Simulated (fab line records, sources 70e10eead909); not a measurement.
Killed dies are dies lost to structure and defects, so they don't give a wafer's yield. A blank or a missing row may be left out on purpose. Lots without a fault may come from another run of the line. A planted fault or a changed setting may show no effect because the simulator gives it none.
Problem report in the 8D (eight disciplines) form, filled by code | flow nand_harc | the parts of the form that need people (team, actions taken, sign-off) are left out

1. THE PROBLEM
cd_nm at NHARC_A_BONDPAD_CD_MEAS_09 reads a mean of 490.7 nm on 6 wafers of 2 lots; wafers without a fault read 500.5 nm with a standard deviation of 1.6. That is -6.1 standard deviations from the usual mean.
The step: target cd 500 nm.
First seen on wafer L692.2, day 28 07:11, on cd_sem-02. The record holds 33 wafers of 11 lots with a number at this step. Rule for "out", or "out of limits": more than 4 standard deviations from the usual mean. The other wafers with a number count as sound.

2. WHAT IT IS AND WHAT IT IS NOT
question                    | is                     | is not
which readings at this step | cd_nm                  | -
which lots                  | L692, L701             | L681, L683, L684, L688, L689, L690, L697, L702, L703
which wafers of those lots  | all that have a number | -
read on which gauges        | cd_sem-02              | cd_sem-01, cd_sem-03
when                        | from day 28 07:11      | up to then (18 sound wafers); but 9 sound wafers of L697, L702, L703 came after

3. SUSPECTS, AND WHAT RULES EACH OUT
Counting: a tool at a process step up to the reading stays a suspect if it ran every lot that is out and no sound lot after the first of them.
- the gauge at NHARC_A_BONDPAD_CD_MEAS_09: ruled out. All the wafers that are out were read on cd_sem-02, but those of them that NHARC_A_BONDPAD_EXPOSE_06 has rows for are out there too, on other tools.
- rie_diel-01 at NHARC_A_M1_ETCH_28 (etches the open film in CF4/N2, target depth 30 nm, time 72.99 s): ruled out as a lasting fault. Sound lots L702 ran on it after its first lot that is out, L692 (day 28 05:27). NHARC_A_M1_ETCH_28 gives no start for some lots, so the hours and the order of its lots are those of NHARC_A_M1_PRE_CLEAN_32.
- krf_scanner-03 at NHARC_A_BONDPAD_EXPOSE_06 (exposes mask A BPAD): kept. It ran every lot that is out, first L692 (day 28 07:02), and no sound lot after that; its last sound lot up to then is L690 (day 27 01:46). Its own readings are out on those wafers: exposure_dose_mJ_cm2.
Left after counting: krf_scanner-03 at NHARC_A_BONDPAD_EXPOSE_06.

4. THE CAUSE (what the simulator had put in)
Process parameter drift: krf_scanner-03, from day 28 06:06 on, at NHARC_A_BONDPAD_EXPOSE_06. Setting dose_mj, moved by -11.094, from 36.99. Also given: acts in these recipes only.
Counting left only this tool.

5. THE CHAIN OF EFFECTS, in route order
Each row: a reading whose mean over the struck wafers that have a number lies more than 3 standard deviations from the usual. Only readings for which the record gives a usual standard deviation are gone through. hours: the time from each lot's start at the first step in this table that gives one to its start at this step, as a median over the lots. sigmas: the change in usual standard deviations.
hours | step                       | reading              | usual    | on struck wafers | change | sigmas
0     | NHARC_A_BONDPAD_EXPOSE_06  | exposure_dose_mJ_cm2 | 36.95    | 26.96            | -9.99  | -99 or more
0     | NHARC_A_BONDPAD_CD_MEAS_09 | cd_nm                | 500.5 nm | 490.7            | -9.8   | -6.1
The process steps in it:
- NHARC_A_BONDPAD_EXPOSE_06: exposes mask A BPAD.
Later measuring or inspecting steps at which every struck wafer that the step has a row for has a number for every such reading, and none has moved that far: NHARC_END_SORT_01.

6. WHAT WOULD HAVE CAUGHT IT SOONER
In this record the first reading out of limits at a measuring or inspecting step was taken at day 28 07:11, 1 hour after the fault began at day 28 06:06.
The tool's own readings at NHARC_A_BONDPAD_EXPOSE_06 were out on every struck wafer that the step has a row for (exposure_dose_mJ_cm2): an alarm limit on them would have fired on the first of those.
Of the lots that are out (2), L701 began NHARC_A_BONDPAD_EXPOSE_06 on krf_scanner-03 after day 28 07:11. A hold on the tool at that time would have spared it.
